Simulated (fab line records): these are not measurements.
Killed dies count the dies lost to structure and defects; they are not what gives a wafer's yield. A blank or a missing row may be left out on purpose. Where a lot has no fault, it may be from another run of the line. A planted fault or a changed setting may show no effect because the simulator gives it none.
Which tool did it? / flow nand_harc / 14 lots, 42 wafers sampled, at 4 steps of a route of 1302

## WHAT EACH GAUGE READ, for each wafer
No reading from a measuring or inspecting step in the record can be judged against a usual standard deviation.

## EACH LOT AND THE TOOL THAT RAN IT (in order: tool; ch and the chambers of the sampled wafers; start)
lot=L282; NHARC_A_M1_PVD_20=pvd_sputter-03, day 23 00:42 or earlier; NHARC_A_BONDPAD_ETCH_34=rie_diel-02 ch 0,1, day 23 00:42; NHARC_A_BONDPAD_STRIP_15=rie_diel-12 ch 2,3, day 23 01:02; NHARC_A_BONDPAD_DEGAS_25=pvd_sputter-01, day 23 01:40
lot=L281; NHARC_A_M1_PVD_20=pvd_sputter-01, day 23 01:46 or earlier; NHARC_A_BONDPAD_ETCH_34=rie_diel-12 ch 2,3, day 23 01:46; NHARC_A_BONDPAD_STRIP_15=rie_diel-12 ch 1,2,3, day 23 02:07; NHARC_A_BONDPAD_DEGAS_25=pvd_sputter-01, day 23 02:44
lot=L280; NHARC_A_M1_PVD_20=pvd_sputter-03, day 23 14:10 or earlier; NHARC_A_BONDPAD_ETCH_34=rie_diel-12 ch 0,1,2, day 23 14:10; NHARC_A_BONDPAD_STRIP_15=rie_diel-02 ch 0,2,3, day 23 14:28; NHARC_A_BONDPAD_DEGAS_25=pvd_sputter-02, day 23 15:01
lot=L283; NHARC_A_M1_PVD_20=pvd_sputter-01, day 24 19:20 or earlier; NHARC_A_BONDPAD_ETCH_34=rie_diel-12 ch 2,3, day 24 19:20; NHARC_A_BONDPAD_STRIP_15=rie_diel-12 ch 0,1, day 24 19:39; NHARC_A_BONDPAD_DEGAS_25=pvd_sputter-03, day 24 20:11
lot=L286; NHARC_A_M1_PVD_20=pvd_sputter-02, day 24 22:11 or earlier; NHARC_A_BONDPAD_ETCH_34=rie_diel-12 ch 0,2,3, day 24 22:11; NHARC_A_BONDPAD_STRIP_15=rie_diel-12 ch 0,1,2, day 24 22:29; NHARC_A_BONDPAD_DEGAS_25=pvd_sputter-02, day 24 23:01
lot=L288; NHARC_A_M1_PVD_20=pvd_sputter-03, day 26 22:23 or earlier; NHARC_A_BONDPAD_ETCH_34=rie_diel-13 ch 1,2,3, day 26 22:23; NHARC_A_BONDPAD_STRIP_15=rie_diel-13 ch 0,1,2, day 26 22:43; NHARC_A_BONDPAD_DEGAS_25=pvd_sputter-01, day 26 23:14
lot=L289; NHARC_A_M1_PVD_20=pvd_sputter-02, day 26 23:04 or earlier; NHARC_A_BONDPAD_ETCH_34=rie_diel-02 ch 0,1, day 26 23:04; NHARC_A_BONDPAD_STRIP_15=rie_diel-02 ch 1,3, day 26 23:22; NHARC_A_BONDPAD_DEGAS_25=pvd_sputter-03, day 26 23:56
lot=L291; NHARC_A_M1_PVD_20=pvd_sputter-02, day 27 16:31 or earlier; NHARC_A_BONDPAD_ETCH_34=rie_diel-02 ch 0,1,3, day 27 16:31; NHARC_A_BONDPAD_STRIP_15=rie_diel-02 ch 0,1,3, day 27 16:51; NHARC_A_BONDPAD_DEGAS_25=pvd_sputter-03, day 27 17:22
lot=L293; NHARC_A_M1_PVD_20=pvd_sputter-02, day 28 14:50 or earlier; NHARC_A_BONDPAD_ETCH_34=rie_diel-02 ch 0,1, day 28 14:50; NHARC_A_BONDPAD_STRIP_15=rie_diel-12 ch 1,2, day 28 15:08; NHARC_A_BONDPAD_DEGAS_25=pvd_sputter-02, day 28 15:46
lot=L297; NHARC_A_M1_PVD_20=pvd_sputter-02, day 29 05:45 or earlier; NHARC_A_BONDPAD_ETCH_34=rie_diel-13 ch 0,1,3, day 29 05:45; NHARC_A_BONDPAD_STRIP_15=rie_diel-02 ch 0,2,3, day 29 06:04; NHARC_A_BONDPAD_DEGAS_25=pvd_sputter-01, day 29 06:36
lot=L296; NHARC_A_M1_PVD_20=pvd_sputter-03, day 29 10:56 or earlier; NHARC_A_BONDPAD_ETCH_34=rie_diel-13 ch 1,2,3, day 29 10:56; NHARC_A_BONDPAD_STRIP_15=rie_diel-12 ch 1,2,3, day 29 11:14; NHARC_A_BONDPAD_DEGAS_25=pvd_sputter-03, day 29 11:47
lot=L298; NHARC_A_M1_PVD_20=pvd_sputter-01, day 30 12:14 or earlier; NHARC_A_BONDPAD_ETCH_34=rie_diel-12 ch 0,1,3, day 30 12:14; NHARC_A_BONDPAD_STRIP_15=rie_diel-02 ch 0,1,3, day 30 12:34; NHARC_A_BONDPAD_DEGAS_25=pvd_sputter-01, day 30 13:06
lot=L299; NHARC_A_M1_PVD_20=pvd_sputter-01, day 30 12:56 or earlier; NHARC_A_BONDPAD_ETCH_34=rie_diel-12 ch 1,3, day 30 12:56; NHARC_A_BONDPAD_STRIP_15=rie_diel-12 ch 1,3, day 30 13:16; NHARC_A_BONDPAD_DEGAS_25=pvd_sputter-01, day 30 13:52
lot=L302; NHARC_A_M1_PVD_20=pvd_sputter-01, day 31 18:26 or earlier; NHARC_A_BONDPAD_ETCH_34=rie_diel-12 ch 0,2,3, day 31 18:26; NHARC_A_BONDPAD_STRIP_15=rie_diel-02 ch 1,2, day 31 18:44; NHARC_A_BONDPAD_DEGAS_25=pvd_sputter-02, day 31 19:16
- NHARC_A_M1_PVD_20: deposits TaN, target thk 5 nm, time 8.06 s.
- NHARC_A_BONDPAD_ETCH_34: etches the open film in N2/H2, target depth 60 nm, overetch 18 nm, time 65.91 s.
- NHARC_A_BONDPAD_STRIP_15: strips in O2.
- NHARC_A_BONDPAD_DEGAS_25: time 60 s.

## WHAT THE TOOLS THEMSELVES READ (means of the sampled wafers that have a number; where no wafer has one, the mark that the record gives instead)
NHARC_A_M1_PVD_20. Usual: throttle_valve_pct reads 30.4 % (standard deviation 1.1).
lot=L282; tool=pvd_sputter-03; throttle_valve_pct (%)=30.6; flag=
lot=L281; tool=pvd_sputter-01; throttle_valve_pct (%)=30.9; flag=
lot=L280; tool=pvd_sputter-03; throttle_valve_pct (%)=30.3; flag=
lot=L283; tool=pvd_sputter-01; throttle_valve_pct (%)=32.2; flag=
lot=L286; tool=pvd_sputter-02; throttle_valve_pct (%)=29.8; flag=
lot=L288; tool=pvd_sputter-03; throttle_valve_pct (%)=31.0; flag=
lot=L289; tool=pvd_sputter-02; throttle_valve_pct (%)=30.3; flag=
lot=L291; tool=pvd_sputter-02; throttle_valve_pct (%)=30.0; flag=
lot=L293; tool=pvd_sputter-02; throttle_valve_pct (%)=28.6; flag=
lot=L297; tool=pvd_sputter-02; throttle_valve_pct (%)=29.0; flag=
lot=L296; tool=pvd_sputter-03; throttle_valve_pct (%)=30.3; flag=
lot=L298; tool=pvd_sputter-01; throttle_valve_pct (%)=30.3; flag=
lot=L299; tool=pvd_sputter-01; throttle_valve_pct (%)=30.1; flag=
lot=L302; tool=pvd_sputter-01; throttle_valve_pct (%)=30.8; flag=

NHARC_A_BONDPAD_ETCH_34. Usual: bias_w 150.0 W, standard deviation 0.49; drypump_motor_current_A 6.05 A, standard deviation 0.22; oes_product_au 1.001 a.u., standard deviation 0.0076; rf_vpp_V 431 V, standard deviation 3.3; showerhead_plenum_p_Torr 2.06 Torr, standard deviation 0.11; throttle_valve_pct 14.171 %, standard deviation 0.0095.
lot=L282; tool=rie_diel-02; bias_w (W)=149.7; drypump_motor_current_A (A)=6.13; oes_product_au (a.u.)=0.997; rf_vpp_V (V)=435; showerhead_plenum_p_Torr (Torr)=2.21; throttle_valve_pct (%)=14.169; flag=
lot=L281; tool=rie_diel-12; bias_w (W)=150.4; drypump_motor_current_A (A)=5.86; oes_product_au (a.u.)=1.004; rf_vpp_V (V)=430; showerhead_plenum_p_Torr (Torr)=2.03; throttle_valve_pct (%)=14.175; flag=
lot=L280; tool=rie_diel-12; bias_w (W)=150.1; drypump_motor_current_A (A)=5.97; oes_product_au (a.u.)=0.998; rf_vpp_V (V)=433; showerhead_plenum_p_Torr (Torr)=2.08; throttle_valve_pct (%)=14.166; flag=
lot=L283; tool=rie_diel-12; bias_w (W)=150.2; drypump_motor_current_A (A)=5.80; oes_product_au (a.u.)=0.994; rf_vpp_V (V)=431; showerhead_plenum_p_Torr (Torr)=2.10; throttle_valve_pct (%)=14.169; flag=
lot=L286; tool=rie_diel-12; bias_w (W)=150.1; drypump_motor_current_A (A)=5.88; oes_product_au (a.u.)=0.999; rf_vpp_V (V)=430; showerhead_plenum_p_Torr (Torr)=2.02; throttle_valve_pct (%)=14.179; flag=
lot=L288; tool=rie_diel-13; bias_w (W)=150.2; drypump_motor_current_A (A)=6.26; oes_product_au (a.u.)=1.000; rf_vpp_V (V)=432; showerhead_plenum_p_Torr (Torr)=2.06; throttle_valve_pct (%)=14.175; flag=
lot=L289; tool=rie_diel-02; bias_w (W)=149.8; drypump_motor_current_A (A)=6.16; oes_product_au (a.u.)=1.007; rf_vpp_V (V)=435; showerhead_plenum_p_Torr (Torr)=2.20; throttle_valve_pct (%)=14.166; flag=
lot=L291; tool=rie_diel-02; bias_w (W)=149.7; drypump_motor_current_A (A)=5.95; oes_product_au (a.u.)=0.878; rf_vpp_V (V)=432; showerhead_plenum_p_Torr (Torr)=2.09; throttle_valve_pct (%)=14.179; flag=OFF
lot=L293; tool=rie_diel-02; bias_w (W)=150.2; drypump_motor_current_A (A)=6.08; oes_product_au (a.u.)=0.948; rf_vpp_V (V)=435; showerhead_plenum_p_Torr (Torr)=2.19; throttle_valve_pct (%)=14.171; flag=OFF
lot=L297; tool=rie_diel-13; bias_w (W)=150.4; drypump_motor_current_A (A)=6.31; oes_product_au (a.u.)=1.010; rf_vpp_V (V)=428; showerhead_plenum_p_Torr (Torr)=1.96; throttle_valve_pct (%)=14.161; flag=
lot=L296; tool=rie_diel-13; bias_w (W)=149.9; drypump_motor_current_A (A)=6.23; oes_product_au (a.u.)=0.999; rf_vpp_V (V)=431; showerhead_plenum_p_Torr (Torr)=2.06; throttle_valve_pct (%)=14.165; flag=
lot=L298; tool=rie_diel-12; bias_w (W)=149.5; drypump_motor_current_A (A)=6.02; oes_product_au (a.u.)=0.997; rf_vpp_V (V)=430; showerhead_plenum_p_Torr (Torr)=2.01; throttle_valve_pct (%)=14.178; flag=
lot=L299; tool=rie_diel-12; bias_w (W)=149.5; drypump_motor_current_A (A)=6.01; oes_product_au (a.u.)=1.001; rf_vpp_V (V)=431; showerhead_plenum_p_Torr (Torr)=2.02; throttle_valve_pct (%)=14.170; flag=
lot=L302; tool=rie_diel-12; bias_w (W)=149.9; drypump_motor_current_A (A)=5.89; oes_product_au (a.u.)=1.002; rf_vpp_V (V)=431; showerhead_plenum_p_Torr (Torr)=2.02; throttle_valve_pct (%)=14.170; flag=

NHARC_A_BONDPAD_STRIP_15. Usual: drypump_motor_current_A 6.05 A, standard deviation 0.24; oes_product_au 1.002 a.u., standard deviation 0.0076; rf_vpp_V 57.9 V, standard deviation 0.92; showerhead_plenum_p_Torr 3.57 Torr, standard deviation 0.18; throttle_valve_pct 17.036 %, standard deviation 0.009.
lot=L282; tool=rie_diel-12; drypump_motor_current_A (A)=5.86; oes_product_au (a.u.)=0.996; rf_vpp_V (V)=58.3; showerhead_plenum_p_Torr (Torr)=3.52; throttle_valve_pct (%)=17.034; flag=
lot=L281; tool=rie_diel-12; drypump_motor_current_A (A)=5.95; oes_product_au (a.u.)=1.006; rf_vpp_V (V)=58.9; showerhead_plenum_p_Torr (Torr)=3.60; throttle_valve_pct (%)=17.040; flag=
lot=L280; tool=rie_diel-02; drypump_motor_current_A (A)=6.07; oes_product_au (a.u.)=1.005; rf_vpp_V (V)=58.6; showerhead_plenum_p_Torr (Torr)=3.58; throttle_valve_pct (%)=17.042; flag=
lot=L283; tool=rie_diel-12; drypump_motor_current_A (A)=6.06; oes_product_au (a.u.)=0.989; rf_vpp_V (V)=57.5; showerhead_plenum_p_Torr (Torr)=3.47; throttle_valve_pct (%)=17.037; flag=
lot=L286; tool=rie_diel-12; drypump_motor_current_A (A)=5.99; oes_product_au (a.u.)=1.000; rf_vpp_V (V)=57.3; showerhead_plenum_p_Torr (Torr)=3.59; throttle_valve_pct (%)=17.031; flag=
lot=L288; tool=rie_diel-13; drypump_motor_current_A (A)=6.37; oes_product_au (a.u.)=0.994; rf_vpp_V (V)=57.9; showerhead_plenum_p_Torr (Torr)=3.57; throttle_valve_pct (%)=17.037; flag=
lot=L289; tool=rie_diel-02; drypump_motor_current_A (A)=5.90; oes_product_au (a.u.)=1.006; rf_vpp_V (V)=58.0; showerhead_plenum_p_Torr (Torr)=3.61; throttle_valve_pct (%)=17.037; flag=
lot=L291; tool=rie_diel-02; drypump_motor_current_A (A)=5.95; oes_product_au (a.u.)=1.004; rf_vpp_V (V)=58.0; showerhead_plenum_p_Torr (Torr)=3.61; throttle_valve_pct (%)=17.045; flag=
lot=L293; tool=rie_diel-12; drypump_motor_current_A (A)=6.06; oes_product_au (a.u.)=1.000; rf_vpp_V (V)=58.3; showerhead_plenum_p_Torr (Torr)=3.68; throttle_valve_pct (%)=17.042; flag=
lot=L297; tool=rie_diel-02; drypump_motor_current_A (A)=6.09; oes_product_au (a.u.)=1.002; rf_vpp_V (V)=57.3; showerhead_plenum_p_Torr (Torr)=3.57; throttle_valve_pct (%)=17.028; flag=
lot=L296; tool=rie_diel-12; drypump_motor_current_A (A)=5.96; oes_product_au (a.u.)=0.987; rf_vpp_V (V)=57.8; showerhead_plenum_p_Torr (Torr)=3.60; throttle_valve_pct (%)=17.031; flag=
lot=L298; tool=rie_diel-02; drypump_motor_current_A (A)=5.97; oes_product_au (a.u.)=1.008; rf_vpp_V (V)=57.7; showerhead_plenum_p_Torr (Torr)=3.60; throttle_valve_pct (%)=17.036; flag=
lot=L299; tool=rie_diel-12; drypump_motor_current_A (A)=6.01; oes_product_au (a.u.)=0.998; rf_vpp_V (V)=58.0; showerhead_plenum_p_Torr (Torr)=3.50; throttle_valve_pct (%)=17.030; flag=
lot=L302; tool=rie_diel-02; drypump_motor_current_A (A)=6.14; oes_product_au (a.u.)=1.001; rf_vpp_V (V)=57.4; showerhead_plenum_p_Torr (Torr)=3.72; throttle_valve_pct (%)=17.032; flag=

NHARC_A_BONDPAD_DEGAS_25. Usual: heater_power_w reads 451 W (standard deviation 47).
lot=L282; tool=pvd_sputter-01; heater_power_w (W)=450; flag=
lot=L281; tool=pvd_sputter-01; heater_power_w (W)=445; flag=
lot=L280; tool=pvd_sputter-02; heater_power_w (W)=455; flag=
lot=L283; tool=pvd_sputter-03; heater_power_w (W)=452; flag=
lot=L286; tool=pvd_sputter-02; heater_power_w (W)=440; flag=
lot=L288; tool=pvd_sputter-01; heater_power_w (W)=502; flag=
lot=L289; tool=pvd_sputter-03; heater_power_w (W)=451; flag=
lot=L291; tool=pvd_sputter-03; heater_power_w (W)=437; flag=
lot=L293; tool=pvd_sputter-02; heater_power_w (W)=400; flag=
lot=L297; tool=pvd_sputter-01; heater_power_w (W)=464; flag=
lot=L296; tool=pvd_sputter-03; heater_power_w (W)=448; flag=
lot=L298; tool=pvd_sputter-01; heater_power_w (W)=456; flag=
lot=L299; tool=pvd_sputter-01; heater_power_w (W)=453; flag=
lot=L302; tool=pvd_sputter-02; heater_power_w (W)=421; flag=

## THE ANSWER, worked out from the rows above alone
Rule: take the mean of a lot's wafers that have a number; if it is more than 3 standard deviations from the usual mean, the lot is off. Also off: a lot with no number at a reading for which 4 or more lots have one. Any other lot the step has rows for is counted as sound. Order of review: gauges by route order, followed by the tools' own readings, for which a lot's mean as printed above is used. At the first step where some lot is off, the reading lying furthest off is the one used; lots without a number count as furthest.
Off, at NHARC_A_BONDPAD_ETCH_34 on oes_product_au: L291, L293.
If a tool, at that step or one of the process steps before it, ran each lot that is off and ran no sound lot following the first of them, it fits. Because NHARC_A_M1_PVD_20 lacks a start for some lots, the hours and order of its lots are taken from NHARC_A_BONDPAD_ETCH_34. One candidate fits, namely rie_diel-02 at NHARC_A_BONDPAD_ETCH_34. Its last sound lot is L289 (day 26 23:04), its first lot that is off L291 (day 27 16:31): a fault that began between those two fits.
On the lots that are off, the tool's own readings at NHARC_A_BONDPAD_ETCH_34 differ by more than 5 times the standard deviation of the sound lots' means, which bears it out; oes_product_au reads 0.913 a.u. there versus 1.001 a.u. on the sound lots.

## WHAT WAS PUT IN BY THE SIMULATOR
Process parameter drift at NHARC_A_BONDPAD_ETCH_34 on rie_diel-02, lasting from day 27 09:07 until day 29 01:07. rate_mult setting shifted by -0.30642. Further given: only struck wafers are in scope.
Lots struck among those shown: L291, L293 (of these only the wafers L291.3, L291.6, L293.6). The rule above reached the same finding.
